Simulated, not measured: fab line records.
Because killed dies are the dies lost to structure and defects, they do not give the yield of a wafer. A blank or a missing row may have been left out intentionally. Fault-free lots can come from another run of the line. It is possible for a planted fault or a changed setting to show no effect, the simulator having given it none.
Split-lot trial + flow n5-finfet + 39 wafers read from 7 lots, route of 1938 steps

THE SPLIT ITSELF
At N5_BEOL_M6_CVD_78 (deposits Co from CCTBA/H2, target thk 2 nm, time 142.3 s), the setting target-thk-a was moved away from the recipe's 20 angstrom on 12 of the 39 wafers read, by -48.4% to +36.8%. All remaining wafers had this setting at the recipe value.

Reading taken at the split's own step.

THE READING
Co_of_BEOL_M6_CVD_78.thk-nm (the simulator's own value, which no gauge read), in nm, at N5_BEOL_M6_CVD_78 (deposits Co from CCTBA/H2, target thk 2 nm, time 142.3 s). The file gives no usual value for it. Here, 27 wafers ran the recipe; their average is 2.0 nm with a standard deviation of 0.18 nm.

| wafer  | tool, chamber at the split | target-thk-a as run, angstrom | against the recipe | Co_of_BEOL_M6_CVD_78.thk-nm, nm | against lot-mates on the recipe |
|--------|----------------------------|-------------------------------|--------------------|---------------------------------|---------------------------------|
| L074.1 | cvd-co-02, 0,1,0           | 27.35                         | +36.8%             | 2.6                             | +0.9                            |
| L074.3 | cvd-co-02, 0,1,0           | 27.35                         | +36.8%             | 2.6                             | +0.9                            |
| L074.6 | cvd-co-02, 0,1,0           | 27.35                         | +36.8%             | 2.6                             | +0.9                            |
| L074.2 | cvd-co-02, 2               | 20                            | recipe             | 1.6                             | -                               |
| L074.4 | cvd-co-02, 1,2             | 20                            | recipe             | 1.8                             | -                               |
| L074.5 | cvd-co-02, 1,2             | 20                            | recipe             | 1.8                             | -                               |
| L082.1 | cvd-co-01, 1,2             | 10.31                         | -48.4%             | 1                               | -0.9                            |
| L082.3 | cvd-co-01, 1,2             | 10.31                         | -48.4%             | 1                               | -0.9                            |
| L082.2 | cvd-co-01, 0               | 10.31                         | -48.4%             | 1.2                             | -0.7                            |
| L082.4 | cvd-co-01, 1,0             | 20                            | recipe             | 2                               | -                               |
| L082.5 | cvd-co-01, 1,0             | 20                            | recipe             | 2                               | -                               |
| L082.6 | cvd-co-01, 2               | 20                            | recipe             | 1.8                             | -                               |
| L086.1 | cvd-co-02, 2               | 20                            | recipe             | 1.8                             | -                               |
| L086.4 | cvd-co-02, 2               | 20                            | recipe             | 1.8                             | -                               |
| L086.2 | cvd-co-02, 0,1,0,1         | 20                            | recipe             | 2                               | -                               |
| L086.3 | cvd-co-02, 0,1,0,1         | 20                            | recipe             | 2                               | -                               |
| L086.5 | cvd-co-02, 0,1,0,1         | 20                            | recipe             | 2                               | -                               |
| L086.6 | cvd-co-02, 0,1,0,1         | 20                            | recipe             | 2                               | -                               |
| L089.1 | cvd-co-01, 0               | 25.24                         | +26.2%             | 2.6                             | +0.6                            |
| L089.2 | cvd-co-01, 2,1,0           | 20                            | recipe             | 2                               | -                               |
| L089.4 | cvd-co-01, 2,1,0           | 20                            | recipe             | 2                               | -                               |
| L089.5 | cvd-co-01, 2,1,0           | 20                            | recipe             | 2                               | -                               |
| L089.3 | cvd-co-01, 1,2             | 25.24                         | +26.2%             | 2.4                             | +0.4                            |
| L089.6 | cvd-co-01, 1,2             | 25.24                         | +26.2%             | 2.4                             | +0.4                            |
| L090.1 | cvd-co-02, 2               | 27.21                         | +36.1%             | 2.4                             | +0.3                            |
| L090.2 | cvd-co-02, 1               | 20                            | recipe             | 2                               | -                               |
| L090.6 | cvd-co-02, 1               | 20                            | recipe             | 2                               | -                               |
| L090.3 | cvd-co-02, 0               | 27.21                         | +36.1%             | 2.8                             | +0.7                            |
| L090.4 | cvd-co-02, 2               | 27.21                         | +36.1%             | 2.6                             | +0.5                            |
| L090.5 | cvd-co-02, 0               | 20                            | recipe             | 2.2                             | -                               |
| L092.1 | cvd-co-01, 2,0,1,1,0,2     | 20                            | recipe             | 2.2                             | -                               |
| L092.2 | cvd-co-01, 2,0,1,1,0,2     | 20                            | recipe             | 2.2                             | -                               |
| L092.3 | cvd-co-01, 2,0,1,1,0,2     | 20                            | recipe             | 2.2                             | -                               |
| L092.4 | cvd-co-01, 2,0,1,1,0,2     | 20                            | recipe             | 2.2                             | -                               |
| L092.5 | cvd-co-01, 2,0,1,1,0,2     | 20                            | recipe             | 2.2                             | -                               |
| L092.6 | cvd-co-01, 2,0,1,1,0,2     | 20                            | recipe             | 2.2                             | -                               |
| L097.2 | cvd-co-01, 1,0             | 20                            | recipe             | 2.2                             | -                               |
| L097.6 | cvd-co-01, 1,0             | 20                            | recipe             | 2.2                             | -                               |
| L097.3 | cvd-co-01, 2               | 20                            | recipe             | 2.4                             | -                               |
When a row names more than one chamber, that row covers several wafers, and the file does not tell which wafer ran in which chamber.

FIT RESULTS
A straight line over all 39 wafers: Co_of_BEOL_M6_CVD_78.thk-nm changes by +0.0177 nm for each +1% of target-thk-a; r = +0.91; the points scatter about the line by 0.17 nm.
The same after taking each lot's own level away (the mean of its wafers on the recipe; 39 wafers): +0.0185 nm for each +1%; r = +0.96; scatter 0.11 nm.
Per that fit: largest target-thk-a move, reading shift of 0.9 nm.
Measured against the standard deviation above, the lots' own levels, which go from 1.73 to 2.27 nm, span 3.0 times it.
So the lot-to-lot level changes the slope little: the two slopes agree.
Check: for one of the wafers moved furthest among these (-48.4%), held out of the fit, the line's prediction against its lot-mates is -0.88 nm. It came out at -0.933 nm against them.

ADDITIONAL SPLITS CARRIED BY THESE WAFERS
Other splits were also applied to these wafers ahead of the reading. Each is held against what the fit with the lots' levels taken away leaves over:
| other split on the same wafers           | wafers away from the commonest value | r with Co_of_BEOL_M6_CVD_78.thk-nm (lot level and that fit taken away) |
|------------------------------------------|--------------------------------------|------------------------------------------------------------------------|
| N5_BEOL_M2_TRENCH_ETCH_37 target-depth-a | 12                                   | -0.20                                                                  |
| N5_BEOL_M5_HM_DEP_02 target-thk-a        | 18                                   | +0.11                                                                  |

FILE'S OWN FIT
Co_of_BEOL_M6_CVD_78.thk-nm changes by +0.0185 nm for each +1% of target-thk-a, r = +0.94.
